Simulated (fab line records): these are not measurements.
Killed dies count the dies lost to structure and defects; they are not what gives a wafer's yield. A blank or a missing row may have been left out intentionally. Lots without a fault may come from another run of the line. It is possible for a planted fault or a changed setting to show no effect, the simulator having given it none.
Matching of chambers || flow n5-finfet || 4 sister chambers for N5_BEOL_M3_ETCHBACK_99 on rie-diel-01
The step etches SiO2 in CHF3, target depth 5 nm, time 10.4 s. 4 wafers are shown with their chamber, then 12 later ones without.

WAFERS PAIRED WITH THEIR CHAMBERS
{"wafer": "L088.5", "chamber": 0, "drypump-motor-current-A (A)": 5.4}
{"wafer": "L091.1", "chamber": 3, "drypump-motor-current-A (A)": 6.1}
{"wafer": "L091.2", "chamber": 2, "drypump-motor-current-A (A)": 5.7}
{"wafer": "L091.3", "chamber": 1, "drypump-motor-current-A (A)": 5.6}

WAFERS WITHOUT THEIR CHAMBER
{"wafer": "L092.1", "drypump-motor-current-A (A)": 5.7}
{"wafer": "L092.2", "drypump-motor-current-A (A)": 5.4}
{"wafer": "L092.5", "drypump-motor-current-A (A)": 6.1}
{"wafer": "L089.1", "drypump-motor-current-A (A)": 6.1}
{"wafer": "L089.2", "drypump-motor-current-A (A)": 5.7}
{"wafer": "L089.3", "drypump-motor-current-A (A)": 5.6}
{"wafer": "L095.4", "drypump-motor-current-A (A)": 5.7}
{"wafer": "L095.5", "drypump-motor-current-A (A)": 5.4}
{"wafer": "L095.6", "drypump-motor-current-A (A)": 5.6}
{"wafer": "L097.3", "drypump-motor-current-A (A)": 5.6}
{"wafer": "L097.4", "drypump-motor-current-A (A)": 5.4}
{"wafer": "L097.5", "drypump-motor-current-A (A)": 6.0}

WHICH CHAMBER EACH ONE RAN IN
{"wafer": "L092.1", "from the rows above": 2, "in truth": 2}
{"wafer": "L092.2", "from the rows above": 0, "in truth": 0}
{"wafer": "L092.5", "from the rows above": 3, "in truth": 3}
{"wafer": "L089.1", "from the rows above": 3, "in truth": 3}
{"wafer": "L089.2", "from the rows above": 2, "in truth": 2}
{"wafer": "L089.3", "from the rows above": 1, "in truth": 1}
{"wafer": "L095.4", "from the rows above": 2, "in truth": 2}
{"wafer": "L095.5", "from the rows above": 0, "in truth": 0}
{"wafer": "L095.6", "from the rows above": 1, "in truth": 1}
{"wafer": "L097.3", "from the rows above": 1, "in truth": 1}
{"wafer": "L097.4", "from the rows above": 0, "in truth": 0}
{"wafer": "L097.5", "from the rows above": 3, "in truth": 3}
12 of 12 placed correctly. From these rows, 0 cannot be placed. 0 placed wrongly.
How it was worked out, from the rows above alone: a wafer's distance from a chamber is the root of the sum, over the readings, of the square of ((its reading less the chamber's mean) divided by the reading's scatter). If the next closest chamber is less than 2 further off than the closest, the wafer can't be placed; otherwise it belongs to the closest. Each chamber's mean is taken over the wafers shown for it. The scatter: with one shown wafer a chamber, the root of the mean of the squares of how far each hidden wafer lies from its nearest shown one.
